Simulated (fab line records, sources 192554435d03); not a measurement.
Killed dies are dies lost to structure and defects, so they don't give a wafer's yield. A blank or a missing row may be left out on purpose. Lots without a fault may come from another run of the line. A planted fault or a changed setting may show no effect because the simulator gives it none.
Chamber matching | flow n5_finfet | N5_MOL_CONTACT_COAG_ETCH_90 on rie_diel-06: 4 sister chambers
The step etches SiARC in CF4, target depth 13 nm, time 21.7 s. 4 wafers are shown with their chamber, then 11 later ones without.

WAFERS WITH THEIR CHAMBER
wafer  | chamber | showerhead_plenum_p_Torr (Torr)
L086.3 | 2       | 2.19
L091.2 | 3       | 2.05
L091.4 | 0       | 2.19
L093.1 | 1       | 2.15

WAFERS WITHOUT THEIR CHAMBER
wafer  | showerhead_plenum_p_Torr (Torr)
L093.2 | 2.19
L093.6 | 2.05
L094.1 | 2.05
L094.2 | 2.19
L094.6 | 2.18
L096.1 | 2.18
L096.2 | 2.18
L096.4 | 2.18
L097.1 | 2.18
L097.2 | 2.15
L097.4 | 2.04

WHICH CHAMBER EACH WENT THROUGH
wafer  | from the rows above     | in truth
L093.2 | can't be placed: 0 or 2 | 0
L093.6 | 3                       | 3
L094.1 | 3                       | 3
L094.2 | can't be placed: 0 or 2 | 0
L094.6 | can't be placed: 0 or 2 | 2
L096.1 | can't be placed: 0 or 2 | 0
L096.2 | can't be placed: 0 or 2 | 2
L096.4 | can't be placed: 0 or 2 | 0
L097.1 | can't be placed: 0 or 2 | 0
L097.2 | 1                       | 1
L097.4 | 3                       | 3
Placed correctly: 4 of 11. Can't be placed from these rows: 7 (the true chamber is among the candidates in 7). Placed wrongly: 0.
How it was worked out, from the rows above alone: a wafer's distance from a chamber is the root of the sum, over the readings, of the square of ((its reading less the chamber's mean) divided by the reading's scatter). The wafer belongs to the nearest chamber; if the next one is less than 2 further off, it can't be placed. A chamber's mean is the mean of its shown wafers. The scatter: with one shown wafer a chamber, the root of the mean of the squares of how far each hidden wafer lies from its nearest shown one.
